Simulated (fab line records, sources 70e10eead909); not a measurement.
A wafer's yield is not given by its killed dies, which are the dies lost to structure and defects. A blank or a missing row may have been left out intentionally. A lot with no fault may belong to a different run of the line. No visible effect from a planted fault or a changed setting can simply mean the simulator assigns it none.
Which of the tools did it? || flow nand_harc || 33 wafers from 11 lots sampled at 4 of the route's 1159 steps

WHAT EACH GAUGE READ, for each wafer
NHARC_A_M1_CD_MEAS_09: the cd target is 120 nm.
{"lot": "L872", "measured": "day 17 21:57", "on": "cd_sem-02", "cd_nm (nm)": "120.5 120.3 120.1"}
{"lot": "L874", "measured": "day 18 07:00", "on": "cd_sem-02", "cd_nm (nm)": "120.1 120.1 120.6"}
{"lot": "L876", "measured": "day 18 14:49", "on": "cd_sem-02", "cd_nm (nm)": "121.0 120.6 120.1"}
{"lot": "L877", "measured": "day 19 05:02", "on": "cd_sem-03", "cd_nm (nm)": "120.0 120.9 120.4"}
{"lot": "L878", "measured": "day 19 19:06", "on": "cd_sem-03", "cd_nm (nm)": "120.3 119.9 119.9"}
{"lot": "L880", "measured": "day 20 04:39", "on": "cd_sem-02", "cd_nm (nm)": "120.0 119.7 120.6"}
{"lot": "L883", "measured": "day 21 04:07", "on": "cd_sem-01", "cd_nm (nm)": "127.7 127.4 127.8"}
{"lot": "L885", "measured": "day 21 19:47", "on": "cd_sem-01", "cd_nm (nm)": "120.0 120.3 120.6"}
{"lot": "L888", "measured": "day 22 15:13", "on": "cd_sem-01", "cd_nm (nm)": "126.6 126.0 126.0"}
{"lot": "L890", "measured": "day 22 15:22", "on": "cd_sem-01", "cd_nm (nm)": "120.1 120.4 120.5"}
{"lot": "L891", "measured": "day 22 18:29", "on": "cd_sem-03", "cd_nm (nm)": "120.5 119.9 120.2"}

TOOL THAT RAN EACH LOT (tool first, then ch and the chambers of the sampled wafers, then the start)
{"lot": "L872", "NHARC_A_BLC_CVD_24": "cvd_w-01 ch 0,1, day 17 20:39 or earlier", "NHARC_A_M0_PRE_CLEAN_31": "pecvd-02 ch 0,1,2, day 17 20:39", "NHARC_A_M1_EXPOSE_06": "arfi_scanner-02 ch 0, day 17 21:49"}
{"lot": "L874", "NHARC_A_BLC_CVD_24": "cvd_w-02 ch 0,1, day 18 05:40 or earlier", "NHARC_A_M0_PRE_CLEAN_31": "pecvd-01 ch 1,2, day 18 05:40", "NHARC_A_M1_EXPOSE_06": "arfi_scanner-03 ch 0, day 18 06:52"}
{"lot": "L876", "NHARC_A_BLC_CVD_24": "cvd_w-01 ch 0,1, day 18 13:35 or earlier", "NHARC_A_M0_PRE_CLEAN_31": "pecvd-03 ch 0,2, day 18 13:35", "NHARC_A_M1_EXPOSE_06": "arfi_scanner-03 ch 0, day 18 14:40"}
{"lot": "L877", "NHARC_A_BLC_CVD_24": "cvd_w-02 ch 0,1, day 19 03:40 or earlier", "NHARC_A_M0_PRE_CLEAN_31": "pecvd-03 ch 0,1,2, day 19 03:40", "NHARC_A_M1_EXPOSE_06": "arfi_scanner-01 ch 0, day 19 04:53"}
{"lot": "L878", "NHARC_A_BLC_CVD_24": "cvd_w-01 ch 0,1, day 19 17:47 or earlier", "NHARC_A_M0_PRE_CLEAN_31": "pecvd-01 ch 0,1,2, day 19 17:47", "NHARC_A_M1_EXPOSE_06": "arfi_scanner-02 ch 0, day 19 18:58"}
{"lot": "L880", "NHARC_A_BLC_CVD_24": "cvd_w-02 ch 0,1, day 20 03:20 or earlier", "NHARC_A_M0_PRE_CLEAN_31": "pecvd-02 ch 0,1,2, day 20 03:20", "NHARC_A_M1_EXPOSE_06": "arfi_scanner-01 ch 0, day 20 04:31"}
{"lot": "L883", "NHARC_A_BLC_CVD_24": "cvd_w-02 ch 0,1, day 21 02:49 or earlier", "NHARC_A_M0_PRE_CLEAN_31": "pecvd-01 ch 0,2, day 21 02:49", "NHARC_A_M1_EXPOSE_06": "arfi_scanner-02 ch 0, day 21 03:59"}
{"lot": "L885", "NHARC_A_BLC_CVD_24": "cvd_w-01 ch 0,1, day 21 18:28 or earlier", "NHARC_A_M0_PRE_CLEAN_31": "pecvd-01 ch 1,2, day 21 18:28", "NHARC_A_M1_EXPOSE_06": "arfi_scanner-01 ch 0, day 21 19:39"}
{"lot": "L888", "NHARC_A_BLC_CVD_24": "cvd_w-01 ch 1, day 22 13:50 or earlier", "NHARC_A_M0_PRE_CLEAN_31": "pecvd-01 ch 1,2, day 22 13:50", "NHARC_A_M1_EXPOSE_06": "arfi_scanner-02 ch 0, day 22 15:05"}
{"lot": "L890", "NHARC_A_BLC_CVD_24": "cvd_w-02 ch 0,1, day 22 14:01 or earlier", "NHARC_A_M0_PRE_CLEAN_31": "pecvd-03 ch 0,1,2, day 22 14:01", "NHARC_A_M1_EXPOSE_06": "arfi_scanner-03 ch 0, day 22 15:14"}
{"lot": "L891", "NHARC_A_BLC_CVD_24": "cvd_w-01 ch 0,1, day 22 17:13 or earlier", "NHARC_A_M0_PRE_CLEAN_31": "pecvd-03 ch 0,1,2, day 22 17:13", "NHARC_A_M1_EXPOSE_06": "arfi_scanner-03 ch 0, day 22 18:22"}
- NHARC_A_BLC_CVD_24: deposits W, target thk 150 nm, time 434 s.
- NHARC_A_M0_PRE_CLEAN_31: time 12 s.
- NHARC_A_M1_EXPOSE_06: exposes mask A M1, target cd 120 nm.

THE ANSWER, worked out from the rows above alone
Rule: the lots themselves supply what counts as usual. The widest of any qualifying gaps counts: lots, ordered by their means at a reading, are off when they make up no more than a third of the lots, leave a main group of 4 or more, and stand apart from it by 3 or more times the standard deviation of that group's means. A main group is skipped when, at the precision printed for the reading in the tables above, its means are all equal. A lot without any number at a reading at which 4 lots or more have one is off too. The other lots that the step has rows for count as sound.
Off, at NHARC_A_M1_CD_MEAS_09 on cd_nm: L883, L888. Main group: mean 120.3 nm, sd 0.15.
If a tool, at a process step before that reading, ran all the lots that are off and no sound lot after the first of them, it fits. The gauges at NHARC_A_M1_CD_MEAS_09 are tried like those tools. NHARC_A_BLC_CVD_24: start missing for some lots; hours and lot order therefore follow NHARC_A_M0_PRE_CLEAN_31. One fits: NHARC_A_M1_EXPOSE_06 on arfi_scanner-02. Its last sound lot is L878 (day 19 18:58), its first lot that is off L883 (day 21 03:59): a fault that began between those two fits.

WHAT THE SIMULATOR PUT IN
Process parameter drift: arfi_scanner-02, from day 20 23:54 on, at NHARC_A_M1_EXPOSE_06. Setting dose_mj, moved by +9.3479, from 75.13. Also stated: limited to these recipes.
Struck lots among those shown: L883, L888. The rule above found the same.
